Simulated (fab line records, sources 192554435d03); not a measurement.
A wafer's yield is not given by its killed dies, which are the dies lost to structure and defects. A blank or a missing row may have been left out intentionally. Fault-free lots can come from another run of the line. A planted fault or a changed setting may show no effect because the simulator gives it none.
Chamber matching | flow n5-finfet | 4 sister chambers for N5_BEOL_M4_DESCUM_16 on rie-diel-03
The step chemistry O2, time 7 s. 14 wafers are shown with their chamber, then 7 later ones without.

== EACH WAFER AND ITS CHAMBER ==
wafer  | chamber | showerhead-plenum-p-Torr (Torr) | oes-product-au (a.u.) | throttle-valve-pct (%)
L074.1 | 0       | 2.04                            | 0.82                  | 20.53
L074.3 | 2       | 2.01                            | 0.75                  | 20.47
L074.6 | 0       | 2.04                            | 0.82                  | 20.52
L080.1 | 1       | 2.16                            | 0.95                  | 20.60
L080.4 | 2       | 2.01                            | 0.73                  | 20.51
L080.5 | 3       | 2.04                            | 0.88                  | 20.31
L081.3 | 2       | 2.01                            | 0.72                  | 20.51
L081.5 | 1       | 2.17                            | 0.95                  | 20.59
L081.6 | 2       | 2.01                            | 0.73                  | 20.53
L086.1 | 0       | 2.03                            | 0.78                  | 20.57
L086.2 | 2       | 2.00                            | 0.72                  | 20.55
L086.4 | 3       | 2.03                            | 0.86                  | 20.34
L093.2 | 2       | 2.00                            | 0.70                  | 20.55
L093.5 | 2       | 2.00                            | 0.71                  | 20.56

SIGNATURES (means of the wafers above)
reading                  | chamber 0 | chamber 1 | chamber 2 | chamber 3 | scatter within a chamber
showerhead-plenum-p-Torr | 2.0367    | 2.1650    | 2.0057    | 2.0350    | 0.00581
oes-product-au           | 0.8067    | 0.9500    | 0.7229    | 0.8700    | 0.0168
throttle-valve-pct       | 20.5400   | 20.5950   | 20.5257   | 20.3250   | 0.0281
Rule: for each reading, subtract the chamber's mean from the wafer's reading, divide by that reading's scatter and square the result; add these up over the readings and take the root, which gives the wafer's distance from the chamber. The wafer belongs to the nearest chamber; if the next one is less than 2 further off, it can't be placed. The scatter: the root of (the sum of the squares of (reading less its chamber's mean) over the shown wafers, divided by (wafers less chambers)).

== WAFERS WHOSE CHAMBER IS MISSING ==
wafer  | showerhead-plenum-p-Torr (Torr) | oes-product-au (a.u.) | throttle-valve-pct (%)
L093.6 | 2.03                            | 0.85                  | 20.35
L094.3 | 2.03                            | 0.85                  | 20.37
L094.4 | 2.16                            | 0.90                  | 20.62
L094.5 | 2.15                            | 0.90                  | 20.64
L097.1 | 2.03                            | 0.84                  | 20.37
L097.2 | 2.02                            | 0.76                  | 20.61
L097.5 | 2.02                            | 0.77                  | 20.60

== EACH ONE'S CHAMBER ==
wafer  | from the rows above     | in truth
L093.6 | 3                       | 3
L094.3 | 3                       | 3
L094.4 | 1                       | 1
L094.5 | 1                       | 1
L097.1 | 3                       | 3
L097.2 | can't be placed: 2 or 0 | 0
L097.5 | can't be placed: 0 or 2 | 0
Placed correctly: 5 of 7. Unplaceable from these rows: 2, with the true chamber sitting among the candidates in 2. 0 placed wrongly.
